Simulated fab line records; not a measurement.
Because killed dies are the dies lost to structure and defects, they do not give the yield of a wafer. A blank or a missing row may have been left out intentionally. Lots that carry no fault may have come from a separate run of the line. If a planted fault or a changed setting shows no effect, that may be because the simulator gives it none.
Split-lot study -- flow n5_finfet -- 7 lots, 39 wafers read, on a route of 1938 steps

== THE SPLIT ==
At N5_HKMG_FIN_ETCH_35 (etches SOC in N2/H2, target depth 215.8 nm, time 243.4 s), the setting target_depth_a was moved away from the recipe's 2158 angstrom on 12 of the 39 wafers read, by -12.5% to +7.1%. The other wafers ran this setting at the recipe's value.

Reading taken at the split's own step.

== THE READING ==
HKMG_FIN.feature_depth_nm (the simulator's own value, which no gauge read), in nm, at N5_HKMG_FIN_ETCH_35 (etches SOC in N2/H2, target depth 215.8 nm, time 243.4 s). The file does not state a usual value for it. Here, 27 wafers ran the recipe; their average is 220.5 nm with a standard deviation of 4 nm.

wafer,"tool, chamber at the split","target_depth_a as run, angstrom",against the recipe,"HKMG_FIN.feature_depth_nm, nm",against lot-mates on the recipe
L075.1,"rie_diel-05, 2",2246,+4.1%,233.4,+13.8
L075.2,"rie_diel-05, 3",2158,recipe,218.2,-
L075.3,"rie_diel-05, 1",2246,+4.1%,229.6,+10.0
L075.4,"rie_diel-05, 0",2158,recipe,219.8,-
L075.5,"rie_diel-05, 1",2158,recipe,220.8,-
L075.6,"rie_diel-05, 2",2246,+4.1%,234.8,+15.2
L082.1,"rie_diel-05, 3",2158,recipe,222.4,-
L082.2,"rie_diel-05, 0",2158,recipe,220.8,-
L082.3,"rie_diel-05, 1",2158,recipe,223.2,-
L082.4,"rie_diel-05, 2",2158,recipe,228.2,-
L082.5,"rie_diel-05, 2",2158,recipe,227.8,-
L082.6,"rie_diel-05, 1",2158,recipe,221,-
L086.1,"rie_diel-01, 3",2158,recipe,215.8,-
L086.2,"rie_diel-01, 1",2158,recipe,223.2,-
L086.3,"rie_diel-01, 0",2158,recipe,221.2,-
L086.4,"rie_diel-01, 2",2158,recipe,225.8,-
L086.5,"rie_diel-01, 1",2158,recipe,224,-
L086.6,"rie_diel-01, 2",2158,recipe,223.2,-
L087.3,"rie_diel-06, 3",2158,recipe,216.2,-
L087.4,"rie_diel-06, 3",2158,recipe,215.6,-
L087.6,"rie_diel-06, 2",2158,recipe,217,-
L091.1,"rie_diel-05, 0",2312,+7.1%,230.6,+10.3
L091.2,"rie_diel-05, 2",2312,+7.1%,239.6,+19.3
L091.3,"rie_diel-05, 1",2158,recipe,218.6,-
L091.4,"rie_diel-05, 3",2158,recipe,218,-
L091.5,"rie_diel-05, 1",2312,+7.1%,233.6,+13.3
L091.6,"rie_diel-05, 2",2158,recipe,224.4,-
L093.1,"rie_diel-01, 3",2158,recipe,212.6,-
L093.2,"rie_diel-01, 1",2158,recipe,220.2,-
L093.3,"rie_diel-01, 2",1928,-10.7%,200.6,-17.8
L093.4,"rie_diel-01, 0",1928,-10.7%,198.4,-20.0
L093.5,"rie_diel-01, 0",2158,recipe,222.4,-
L093.6,"rie_diel-01, 3",1928,-10.7%,191.8,-26.6
L095.1,"rie_diel-01, 2",1889,-12.5%,196.8,-20.5
L095.2,"rie_diel-01, 3",2158,recipe,212,-
L095.3,"rie_diel-01, 1",2158,recipe,221,-
L095.4,"rie_diel-01, 0",1889,-12.5%,191.8,-25.5
L095.5,"rie_diel-01, 1",2158,recipe,218.8,-
L095.6,"rie_diel-01, 0",1889,-12.5%,192.2,-25.1

THE FIT
A straight line over all 39 wafers: HKMG_FIN.feature_depth_nm changes by +2.19 nm for each +1% of target_depth_a; r = +0.94; the points scatter about the line by 4 nm.
The same after taking each lot's own level away (the mean of its wafers on the recipe; 39 wafers): +2.03 nm for each +1%; r = +0.95; scatter 3.4 nm.
Per that fit: largest target_depth_a move, reading shift of 25 nm.
Across the lots, their own levels run from 216.27 to 223.90 nm, a range of 1.9 times the standard deviation given above.
Hence the lot-to-lot level has little effect on the slope; both slopes agree.
Check: with one of the wafers moved furthest among these (-12.5%) left out of the fit, the line predicts -25.7 nm for it against its lot-mates. It came out at -20.5 nm against them.

== OTHER SPLITS ON THESE WAFERS ==
Other splits were also applied to these wafers ahead of the reading. Each is held against what the fit with the lots' levels taken away leaves over:
other split on the same wafers,wafers away from the commonest value,r with HKMG_FIN.feature_depth_nm (lot level and that fit taken away)
N5_FIN_SAQP_SPACER2_ALD_28 target_thk_a,12,+0.04
N5_SD_EPI_N_ETCH_45 target_depth_a,18,-0.14
N5_HKMG_FIN_ETCH_58 bias_w,18,+0.06

== THE WHOLE CHAIN: every reading that the file lists as answering this split, in the file's order ==
step,what it does,reading,change (the file's fit),r (the file's)
N5_HKMG_FIN_ETCH_35,"etches SOC in N2/H2, target depth 215.8 nm, time 243.4 s","SOC_of_HKMG_FIN_COAT_29.thk_nm (the simulator's own value, which no gauge read)",-2 nm for each +1% of the setting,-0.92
N5_HKMG_FIN_ETCH_35,"etches SOC in N2/H2, target depth 215.8 nm, time 243.4 s","etch.depth_nm (the simulator's own value, which no gauge read)",+2.01 nm for each +1% of the setting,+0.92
N5_HKMG_FIN_ETCH_35,"etches SOC in N2/H2, target depth 215.8 nm, time 243.4 s","HKMG_FIN.feature_depth_nm (the simulator's own value, which no gauge read)",+2.02 nm for each +1% of the setting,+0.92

== THE FILE'S OWN FIT ==
HKMG_FIN.feature_depth_nm changes by +2.02 nm for each +1% of target_depth_a, r = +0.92.
